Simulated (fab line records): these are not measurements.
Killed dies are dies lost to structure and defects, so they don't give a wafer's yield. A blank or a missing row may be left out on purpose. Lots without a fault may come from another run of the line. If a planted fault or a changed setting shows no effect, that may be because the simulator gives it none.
fab line records ; flow n5Finfet
record lots=11; wafers=32; lastDay=19
route steps=1938 shown HKMG_FIN@442
lots that met no fault: from a run of the same line without faults
startH: start of the lot's first displayed wafer, in hours after the record's first day ; waitH: hours since the lot's step before ; " same as the row above ; L1.1+2: a single row standing in for several wafers ; - either no value or no given start ; * or withheld: withheld ; < > ~ a bound
route shown NAME@n: NAME is a module with steps in the file, n the number in the route of the first one ; usual: mean/standard deviation of fault-free wafers ; same: alike in all rows ; chamber/n: place in a boat ; sites: each site's reading ; _std_site: standard deviation across them ; _edge_site: mean of outer sites minus mean of inner sites ; radiusMm: for every site, how far away it sits from the centre of the wafer ; mask NAME#n: copy n ; behind: the tool/chamber that last shaped the wafer ; hold: cause of the lot's hold/its duration in hours/its outcome ; device: the n, p or np transistor that did not switch ; end of line: the tests these same wafers got at the end of their route ; for a step that has no rows: nothing shown but its recipe ; killed: not the wafer's yield, but the dies lost to structure and defects at the first sort ; map: shows each die of a wafer: x if killed, . if not, _ if none is there
set.NAME: the run value of the setting; set.NAME@STEP: its run value at that earlier step ; model.NAME: the simulator's own value behind a step, which no gauge read
the route's steps for a sample of lots (tables are steps, rows are wafers)
services: from which hour (startH, from the record's first day; less than 0 if before it) a tool's chamber was out of use, for how many hours, and why
## steps
# step N5_HKMG_FIN_ALD_91
# recipe material=TiN; targetThkA=10; tempC=400; aldPrecursorFamily=TiCl4; aldCoReactant=NH3; pulseTimeS=1; purgeTimeS=3; coReactantPurgeTimeS=2; coReactantPulseTimeS=2; aldCycles=47; pressureTorr=3
# usual heaterPowerW=864/76; precursorPulseHeightRel=0.999/0.02
lot.wafer;tool;chamber;startH;waitH;heaterPowerW;precursorPulseHeightRel
L338.2;aldMetal-03;2;79.37;0.3;820;1.005
L338.4;aldMetal-03;1;79.37;0.3;881;0.990
L338.5;aldMetal-03;1;79.37;0.3;884;1.035
L339.1;aldMetal-03;0;89.45;0.3;815;1.009
L339.3;aldMetal-03;1;89.45;0.3;908;1.028
L339.5;aldMetal-03;0;89.45;0.3;833;0.982
L341.2;aldMetal-01;0;105.26;0.3;830;1.012
L341.3;aldMetal-01;3;105.26;0.3;843;1.012
L341.4;aldMetal-01;2;105.26;0.3;918;1.038
L345.2;aldMetal-03;2;121.86;0.3;830;0.983
L345.3;aldMetal-03;1;121.86;0.3;913;1.027
L345.5;aldMetal-03;2;121.86;0.3;841;1.005
L353.3;aldMetal-04;0;170.83;0.1;805;1.021
L353.4;aldMetal-04;1;170.83;0.1;936;1.011
L353.6;aldMetal-04;1;170.83;0.1;929;1.035
L354.1;aldMetal-04;0;174.85;0.3;803;1.006
L354.4;aldMetal-04;3;174.85;0.3;883;1.028
L354.6;aldMetal-04;2;174.85;0.3;991;0.996
L357.1;aldMetal-03;0;194.61;0.3;833;0.955
L357.4;aldMetal-03;3;194.61;0.3;705;0.982
L357.5;aldMetal-03;0;194.61;0.3;824;1.000
L358.2;aldMetal-03;1;201.67;0.3;908;0.996
L358.5;aldMetal-03;2;201.67;0.3;810;1.021
L358.6;aldMetal-03;3;201.67;0.3;701;0.976
L359.1;aldMetal-01;0;202.12;0.3;822;1.001
L359.3;aldMetal-01;1;202.12;0.3;933;1.007
L359.4;aldMetal-01;2;202.12;0.3;933;1.005
L360.4;aldMetal-04;2;211.94;0.1;978;1.006
L360.5;aldMetal-04;2;211.94;0.1;985;0.989
L361.1;aldMetal-01;1;217.34;0.3;927;0.992
L361.2;aldMetal-01;2;217.34;0.3;951;1.029
L361.5;aldMetal-01;1;217.34;0.3;934;1.044
# step N5_HKMG_FIN_STRIP_88
# recipe chemistry=N2/H2; powerW=2500; tempC=300; h2Frac=0.65; timeS=360; pressureMtorr=withheld; n2FlowSccm=1750; h2FlowSccm=3250
# usual drypumpMotorCurrentA=5.3/0.33; heaterPowerW=458/61; tempC=299.99/0.21
# same timeS=360
lot.wafer;tool;chamber;startH;waitH;drypumpMotorCurrentA;heaterPowerW;rfHoursCounterH;tempC
L338.2;plasmaAsher-01;0;79.97;0.0;4.9;510;82;300.34
L338.4;plasmaAsher-01;0;79.97;0.0;4.9;504;-;300.13
L338.5;plasmaAsher-01;1;79.97;0.0;4.9;464;-;300.09
L339.1;plasmaAsher-02;0;90.04;0.0;5.7;489;40;299.87
L339.3;plasmaAsher-02;0;90.04;0.0;5.7;497;-;300.25
L339.5;plasmaAsher-02;1;90.04;0.0;5.4;360;-;299.67
L341.2;plasmaAsher-02;1;105.93;0.0;5.4;359;43;299.91
L341.3;plasmaAsher-02;0;105.93;0.0;5.7;499;-;300.27
L341.4;plasmaAsher-02;1;105.93;0.0;5.4;363;-;299.92
L345.2;plasmaAsher-02;0;122.46;0.0;5.7;500;47;299.60
L345.3;plasmaAsher-02;1;122.46;0.0;5.4;362;-;300.14
L345.5;plasmaAsher-02;1;122.46;0.0;5.4;354;-;300.30
L353.3;plasmaAsher-01;0;171.69;0.1;4.9;519;-;299.72
L353.4;plasmaAsher-01;1;171.69;0.1;4.9;471;-;299.61
L353.6;plasmaAsher-01;0;171.69;0.1;4.9;530;-;300.06
L354.1;plasmaAsher-01;1;175.56;0.0;4.9;463;103;299.90
L354.4;plasmaAsher-01;1;175.56;0.0;4.9;464;-;299.69
L354.6;plasmaAsher-01;1;175.56;0.0;4.9;463;-;300.02
L357.1;plasmaAsher-02;1;195.21;0.0;5.4;355;56;300.10
L357.4;plasmaAsher-02;0;195.21;0.0;5.7;489;-;299.84
L357.5;plasmaAsher-02;0;195.21;0.0;5.7;499;-;300.11
L358.2;plasmaAsher-01;0;202.33;0.0;4.9;516;112;299.82
L358.5;plasmaAsher-01;0;202.33;0.0;4.9;515;-;300.04
L358.6;plasmaAsher-01;1;202.33;0.0;4.9;472;-;299.83
L359.1;plasmaAsher-02;1;202.71;0.0;5.4;368;58;299.62
L359.3;plasmaAsher-02;1;202.71;0.0;5.4;360;-;299.92
L359.4;plasmaAsher-02;0;202.71;0.0;5.7;475;-;300.14
L360.4;plasmaAsher-02;0;212.65;0.1;5.7;498;-;299.79
L360.5;plasmaAsher-02;0;212.65;0.1;5.7;502;-;299.81
L361.1;plasmaAsher-02;1;217.92;0.0;5.5;368;61;299.67
L361.2;plasmaAsher-02;0;217.92;0.0;5.7;502;61;299.88
L361.5;plasmaAsher-02;0;217.92;0.0;5.7;497;-;300.18
# step N5_HKMG_FIN_NWFM_ALD_20
# recipe material=TiAlC; targetThkA=20; tempC=300; aldPrecursorFamily=TiCl4; aldCoReactant=TEA; pulseTimeS=3; purgeTimeS=2; coReactantPurgeTimeS=2; coReactantPulseTimeS=10; aldCycles=7; pressureTorr=3
# usual heaterPowerW=483/41; precursorPulseHeightRel=1.000/0.02
lot.wafer;tool;chamber;startH;waitH;heaterPowerW;precursorPulseHeightRel
L338.2;aldMetal-03;2;80.35;0.3;467;1.039
L338.4;aldMetal-03;0;80.35;0.3;470;0.997
L338.5;aldMetal-03;0;80.35;0.3;459;1.003
L339.1;aldMetal-04;2;90.43;0.3;547;1.023
L339.3;aldMetal-04;1;90.43;0.3;513;0.986
L339.5;aldMetal-04;3;90.43;0.3;498;0.988
L341.2;aldMetal-04;1;106.31;0.3;526;1.035
L341.3;aldMetal-04;3;106.31;0.3;508;0.967
L341.4;aldMetal-04;3;106.31;0.3;519;1.002
L345.2;aldMetal-01;0;122.84;0.3;458;1.009
L345.3;aldMetal-01;1;122.84;0.3;509;0.989
L345.5;aldMetal-01;2;122.84;0.3;520;1.026
L353.3;aldMetal-03;2;171.96;0.1;455;1.018
L353.4;aldMetal-03;0;171.96;0.1;468;0.962
L353.6;aldMetal-03;0;171.96;0.1;463;0.991
L354.1;aldMetal-04;3;175.95;0.3;503;0.986
L354.4;aldMetal-04;0;175.95;0.3;459;0.973
L354.6;aldMetal-04;2;175.95;0.3;552;1.006
L357.1;aldMetal-03;3;195.59;0.3;385;0.978
L357.4;aldMetal-03;2;195.59;0.3;479;1.010
L357.5;aldMetal-03;0;195.59;0.3;465;1.001
L358.2;aldMetal-04;0;202.71;0.3;452;0.978
L358.5;aldMetal-04;0;202.71;0.3;462;1.006
L358.6;aldMetal-04;1;202.71;0.3;509;1.003
L359.1;aldMetal-03;0;203.09;0.3;470;0.984
L359.3;aldMetal-03;1;203.09;0.3;494;0.987
L359.4;aldMetal-03;2;203.09;0.3;458;1.007
L360.4;aldMetal-01;1;212.91;0.1;502;0.970
L360.5;aldMetal-01;2;212.91;0.1;521;0.995
L361.1;aldMetal-04;2;218.31;0.3;555;1.006
L361.2;aldMetal-04;1;218.31;0.3;521;1.006
L361.5;aldMetal-04;2;218.31;0.3;541;1.009
# step N5_HKMG_FIN_STRIP_90
# recipe chemistry=N2/H2; material=SOC; timeS=20; powerW=500; tempC=40; pressureMtorr=50; rfFrequencyHz=6e+07; biasPowerW=8; h2Frac=0.5; n2FlowSccm=300; h2FlowSccm=300
# usual drypumpMotorCurrentA=5.9/0.43; oesProductAu=0.78/0.071; powerW=500.0/1.5; rfVppV=54.2/0.84; showerheadPlenumPTorr=3.36/0.085; tempC=40.00/0.11; throttleValvePct=18.90/0.27
# same timeS=20
lot.wafer;tool;chamber;startH;waitH;drypumpMotorCurrentA;oesProductAu;powerW;rfHoursCounterH;rfVppV;showerheadPlenumPTorr;tempC;throttleValvePct
L338.2;rieDiel-03;3;80.98;0.0;6.4;0.89;501.0;39;54.9;3.28;39.89;18.54
L338.4;rieDiel-03;2;80.98;0.0;5.4;0.74;501.5;140;54.4;3.39;39.69;18.92
L338.5;rieDiel-03;2;80.98;0.0;5.4;0.74;501.9;-;53.5;3.39;39.96;18.92
L339.1;rieDiel-03;3;90.92;0.0;6.3;0.89;500.4;43;54.2;3.28;39.98;18.54
L339.3;rieDiel-03;1;90.92;0.0;5.5;0.84;499.5;55;53.7;3.42;39.93;18.88
L339.5;rieDiel-03;3;90.92;0.0;6.3;0.89;498.7;-;53.3;3.28;39.87;18.52
L341.2;rieDiel-06;3;106.81;0.0;5.3;0.88;500.6;14;54.6;3.42;40.10;18.79
L341.3;rieDiel-06;2;106.81;0.0;5.4;0.76;503.0;169;54.3;3.36;40.11;18.87
L341.4;rieDiel-06;3;106.81;0.0;5.3;0.88;500.2;-;54.4;3.42;40.14;18.78
L345.2;rieDiel-06;0;123.34;0.0;5.7;0.83;500.1;103;55.3;3.50;40.10;18.48
L345.3;rieDiel-06;2;123.34;0.0;5.4;0.75;498.8;174;53.7;3.36;39.88;18.86
L345.5;rieDiel-06;0;123.34;0.0;5.7;0.82;500.9;-;54.6;3.50;40.03;18.49
L353.3;rieDiel-06;0;172.46;0.0;5.7;0.67;369.5;118;56.2;3.49;39.84;18.52
L353.4;rieDiel-06;1;172.46;0.0;6.5;0.57;371.5;235;53.9;3.45;39.81;19.52
L353.6;rieDiel-06;1;172.46;0.0;6.5;0.57;370.5;-;53.9;3.45;39.86;19.53
L354.1;rieDiel-06;1;176.46;0.0;6.5;0.58;373.0;238;54.6;3.45;40.22;19.52
L354.4;rieDiel-06;2;176.46;0.0;5.4;0.61;371.7;192;52.5;3.35;39.88;18.89
L354.6;rieDiel-06;0;176.46;0.0;5.8;0.67;372.1;-;55.4;3.49;40.08;18.50
L357.1;rieDiel-03;3;196.09;0.0;6.3;0.82;502.7;82;54.8;3.26;40.00;18.60
L357.4;rieDiel-03;2;196.09;0.0;5.4;0.70;500.4;186;55.0;3.36;39.92;19.00
L357.5;rieDiel-03;2;196.09;0.0;5.4;0.70;501.0;-;53.7;3.36;40.01;18.98
L358.2;rieDiel-03;2;203.21;0.0;5.4;0.70;502.5;189;55.1;3.36;40.07;19.01
L358.5;rieDiel-03;1;203.21;0.0;5.5;0.82;499.3;-;54.9;3.41;40.08;18.90
L358.6;rieDiel-03;2;203.21;0.0;5.4;0.69;497.8;-;53.5;3.36;40.06;19.01
L359.1;rieDiel-03;3;203.59;0.0;6.3;0.82;498.7;86;53.6;3.25;40.11;18.60
L359.3;rieDiel-03;1;203.59;0.0;5.5;0.81;500.5;82;54.0;3.41;40.01;18.93
L359.4;rieDiel-03;0;203.59;0.0;6.1;0.74;498.5;182;54.2;3.30;39.90;19.05
L360.4;rieDiel-03;1;213.46;0.0;5.4;0.82;499.9;85;54.5;3.41;40.07;18.94
L360.5;rieDiel-03;1;213.46;0.0;5.5;0.81;500.0;-;54.9;3.41;39.94;18.92
L361.1;rieDiel-03;1;218.85;0.0;5.5;0.81;501.1;87;55.0;3.40;40.02;18.93
L361.2;rieDiel-03;2;218.85;0.0;5.4;0.70;500.2;195;54.3;3.36;40.09;19.02
L361.5;rieDiel-03;0;218.85;0.0;6.1;0.72;498.7;-;52.8;3.30;39.83;19.04
## services
tool;chamber;startH;hours;kind
aldMetal-01;-;75.63;1.8;repair
aldMetal-04;0;89.24;36.0;repair
rieDiel-03;1;92.41;36.0;repair
aldMetal-03;-;130.52;0.3;repair
aldMetal-03;-;130.98;6.0;pm
plasmaAsher-02;-;134.18;1.1;repair
aldMetal-01;-;139.30;1.3;repair
plasmaAsher-02;-;163.55;28.1;pm
aldMetal-01;-;206.61;2.8;pm
aldMetal-03;3;207.26;9.5;repair
## key
firstSign step=N5_HKMG_FIN_STRIP_90; reading=powerW; direction=down; sigmas=85; usual=*; struck=*
effect step=N5_HKMG_FIN_STRIP_90; reading=oesProductAu; direction=down; sigmas=2.3; usual=0.78; struck=0.61
metAt N5_HKMG_FIN_STRIP_90
struckLots L353,L354
testerLeftOut L353,L354
notActingAt N5_HKMG_FIN_ALD_91,N5_HKMG_FIN_STRIP_88,N5_HKMG_FIN_NWFM_ALD_20
onsetBetween 123.34 172.46
fault kind=processParameterDrift; tool=rieDiel-06; chamber=-; onsetH=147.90; steps=N5_HKMG_FIN_STRIP_90; channel=powerW; offset=*; shape=step; endH=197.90; actsIn=*; stated=*
# testerLeftOut: of these lots the tester's yield and bins aren't shown, on N5 and GAA mostly nor the transistor test; their killed dies are dies lost to structure and defects alone, not to doping, threshold or leakage, so they don't give the yield
